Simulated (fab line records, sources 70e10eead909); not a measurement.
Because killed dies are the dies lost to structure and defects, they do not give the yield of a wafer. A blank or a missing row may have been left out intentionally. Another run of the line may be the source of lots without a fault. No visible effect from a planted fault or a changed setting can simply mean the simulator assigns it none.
Which of the tools did it? | flow nand_harc | 18 wafers from 6 lots sampled at 3 of the route's 1159 steps

== WHAT THE GAUGES READ, wafer by wafer ==
NHARC_P_GATE_INSPECT_28.
lot  | measured     | on                | raw_defect_count
L934 | day 5 00:52  | defect_inspect-01 | 13 9 9
L936 | day 5 14:29  | defect_inspect-01 | 8 4 8
L938 | day 6 10:07  | defect_inspect-02 | 3 7 6
L941 | day 6 22:41  | defect_inspect-01 | 12 9 31
L949 | day 8 19:10  | defect_inspect-01 | 8 7 8
L954 | day 10 06:04 | defect_inspect-01 | 3 5 7

== EACH LOT AND THE TOOL THAT RAN IT (in order: tool; ch and the chambers of the sampled wafers; start) ==
lot  | NHARC_P_GATE_DESCUM_13            | NHARC_P_GATE_DEP_103
L934 | rie_diel-11 ch 0,1,3, day 4 11:05 | pecvd-03 ch 1,2, day 4 23:59
L936 | rie_diel-13 ch 0,2,3, day 5 00:11 | pecvd-02 ch 0,1,2, day 5 13:46
L938 | rie_diel-11 ch 0,1,3, day 5 16:34 | pecvd-02 ch 0,2, day 6 09:22
L941 | rie_diel-07 ch 0,2,3, day 6 06:07 | pecvd-02 ch 0,1,2, day 6 22:02
L949 | rie_diel-13 ch 1,3, day 8 03:04   | pecvd-04 ch 0,1,2, day 8 18:24
L954 | rie_diel-13 ch 0,1,3, day 9 16:13 | pecvd-04 ch 0,2, day 10 05:23
- NHARC_P_GATE_DESCUM_13: chemistry O2, time 3 s.
- NHARC_P_GATE_DEP_103: deposits SiON, target thk 30 nm.

== THE ANSWER, worked out from the rows above alone ==
Rule: the lots themselves supply what counts as usual. Put in order of their means at a reading, lots are off if they are a third of the lots or fewer, leave a main group of 4 or more, and stand apart from it by a gap of 3 or more times the standard deviation of the main group's means; of several such gaps the widest counts. Not used: any main group whose means are identical at the precision the tables above print for the reading. A lot without any number at a reading at which 4 lots or more have one is off too. Where the step has rows for the other lots, those lots are counted as sound.
Off at NHARC_P_GATE_INSPECT_28 (raw_defect_count): L941. The main group has a mean of 7.0 with a standard deviation of 1.9.
A tool fits if, at a process step before that reading, it ran every lot that is off, and no sound lot after the first of them. Those tools and the gauges at NHARC_P_GATE_INSPECT_28 are tried in the same way. This does not decide it: 2 tools fit, namely rie_diel-07 at NHARC_P_GATE_DESCUM_13 and pecvd-02 at NHARC_P_GATE_DEP_103.

== WHAT THE SIMULATOR PUT IN ==
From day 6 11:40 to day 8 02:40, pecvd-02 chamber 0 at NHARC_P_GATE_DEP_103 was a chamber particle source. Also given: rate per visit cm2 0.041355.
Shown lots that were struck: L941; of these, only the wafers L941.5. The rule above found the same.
